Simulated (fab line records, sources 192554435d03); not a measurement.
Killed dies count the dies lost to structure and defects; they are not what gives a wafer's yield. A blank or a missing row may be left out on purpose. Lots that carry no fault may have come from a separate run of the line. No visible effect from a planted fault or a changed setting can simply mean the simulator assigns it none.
Split-lot trial :: flow n5Finfet :: route with 1938 steps; 7 lots, 21 wafers read

ABOUT THE SPLIT
At N5_BEOL_M6_ETCH_66 (etches SOC in N2/H2, target depth 80 nm, overetch 16 nm, time 120 s), the setting biasW was moved away from the recipe's 150 W on 5 of the 21 wafers read, by -13.9% to +10.6%. This setting was run at the recipe's value on the other wafers.

The reading comes from the split's own step.

THE READING
rfVppV, in V, at N5_BEOL_M6_ETCH_66 (etches SOC in N2/H2, target depth 80 nm, overetch 16 nm, time 120 s). On this fab line, fault-free wafers typically give 525.0 V with a standard deviation of 2.2 V.

wafer: L075.1
tool, chamber at the split: rieDiel-05, 0
biasW as run, W: 150
against the recipe: recipe
rfVppV, V: 524.9
against lot-mates on the recipe: -

wafer: L075.3
tool, chamber at the split: rieDiel-05, 3
biasW as run, W: 150
against the recipe: recipe
rfVppV, V: 529.9
against lot-mates on the recipe: -

wafer: L075.4
tool, chamber at the split: rieDiel-05, 2
biasW as run, W: 150
against the recipe: recipe
rfVppV, V: 527.4
against lot-mates on the recipe: -

wafer: L077.2
tool, chamber at the split: rieDiel-05, 2
biasW as run, W: 150
against the recipe: recipe
rfVppV, V: 526.4
against lot-mates on the recipe: -

wafer: L077.3
tool, chamber at the split: rieDiel-05, 3
biasW as run, W: 161.7
against the recipe: +7.8%
rfVppV, V: 553.9
against lot-mates on the recipe: +27.5

wafer: L077.6
tool, chamber at the split: rieDiel-05, 0
biasW as run, W: 161.7
against the recipe: +7.8%
rfVppV, V: 551.6
against lot-mates on the recipe: +25.2

wafer: L078.2
tool, chamber at the split: rieDiel-05, 2
biasW as run, W: 129.1
against the recipe: -13.9%
rfVppV, V: 478.3
against lot-mates on the recipe: -50.9

wafer: L078.4
tool, chamber at the split: rieDiel-05, 3
biasW as run, W: 150
against the recipe: recipe
rfVppV, V: 529.4
against lot-mates on the recipe: -

wafer: L078.5
tool, chamber at the split: rieDiel-05, 3
biasW as run, W: 150
against the recipe: recipe
rfVppV, V: 529.1
against lot-mates on the recipe: -

wafer: L082.2
tool, chamber at the split: rieDiel-04, 1
biasW as run, W: 150
against the recipe: recipe
rfVppV, V: 525.7
against lot-mates on the recipe: -

wafer: L082.4
tool, chamber at the split: rieDiel-04, 3
biasW as run, W: 132.5
against the recipe: -11.7%
rfVppV, V: 484.3
against lot-mates on the recipe: -39.4

wafer: L082.6
tool, chamber at the split: rieDiel-04, 0
biasW as run, W: 150
against the recipe: recipe
rfVppV, V: 521.8
against lot-mates on the recipe: -

wafer: L084.1
tool, chamber at the split: rieDiel-04, 3
biasW as run, W: 150
against the recipe: recipe
rfVppV, V: 521.6
against lot-mates on the recipe: -

wafer: L084.3
tool, chamber at the split: rieDiel-04, 0
biasW as run, W: 150
against the recipe: recipe
rfVppV, V: 522.7
against lot-mates on the recipe: -

wafer: L084.6
tool, chamber at the split: rieDiel-04, 3
biasW as run, W: 150
against the recipe: recipe
rfVppV, V: 520.3
against lot-mates on the recipe: -

wafer: L091.1
tool, chamber at the split: rieDiel-05, 3
biasW as run, W: 150
against the recipe: recipe
rfVppV, V: 526.7
against lot-mates on the recipe: -

wafer: L091.2
tool, chamber at the split: rieDiel-05, 1
biasW as run, W: 165.9
against the recipe: +10.6%
rfVppV, V: 560.1
against lot-mates on the recipe: +33.6

wafer: L091.3
tool, chamber at the split: rieDiel-05, 2
biasW as run, W: 150
against the recipe: recipe
rfVppV, V: 526.4
against lot-mates on the recipe: -

wafer: L095.3
tool, chamber at the split: rieDiel-04, 2
biasW as run, W: 150
against the recipe: recipe
rfVppV, V: 525.1
against lot-mates on the recipe: -

wafer: L095.5
tool, chamber at the split: rieDiel-04, 2
biasW as run, W: 150
against the recipe: recipe
rfVppV, V: 525.0
against lot-mates on the recipe: -

wafer: L095.6
tool, chamber at the split: rieDiel-04, 1
biasW as run, W: 150
against the recipe: recipe
rfVppV, V: 526.3
against lot-mates on the recipe: -

FIT RESULTS
A straight line over all 21 wafers: rfVppV changes by +3.42 V for each +1% of biasW; r = +0.99; the points scatter about the line by 2.6 V.
The same after taking each lot's own level away (the mean of its wafers on the recipe; 21 wafers): +3.43 V for each +1%; r = +1.00; scatter 1.5 V.
The reading moves by 48 V for the largest change in biasW, on that fit.
Measured against the standard deviation above, the lots' own levels, which go from 521.53 to 529.25 V, span 3.5 times it.
So the lot-to-lot level changes the slope little: the two slopes agree.
Check: with one of the wafers moved furthest among these (-13.9%) left out of the fit, the line predicts -46.3 V for it against its lot-mates. Against them it came out at -50.9 V.
Tool readings at the split's step, against how far the setting was moved: rfVppV r = +0.99.

OTHER SPLITS ON THESE WAFERS
Note: prior to the reading, these wafers also went through further splits. Each is held against what the fit with the lots' levels taken away leaves over:
other split on the same wafers: N5_BEOL_M3_COAT_22 spinRpm
wafers away from the commonest value: 4
r with rfVppV (lot level and that fit taken away): +0.10

other split on the same wafers: N5_BEOL_M3_TRENCH_ETCH_37 timeS
wafers away from the commonest value: 5
r with rfVppV (lot level and that fit taken away): +0.25

other split on the same wafers: N5_BEOL_M3_ETCH_41 targetDepthA
wafers away from the commonest value: 9
r with rfVppV (lot level and that fit taken away): +0.16

other split on the same wafers: N5_BEOL_M4_TRENCH_ETCH_37 timeS
wafers away from the commonest value: 4
r with rfVppV (lot level and that fit taken away): +0.03

other split on the same wafers: N5_BEOL_M5_COAT_05 spinRpm
wafers away from the commonest value: 7
r with rfVppV (lot level and that fit taken away): -0.20

FILE'S OWN FIT
rfVppV changes by +3.44 V for each +1% of biasW, r = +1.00.
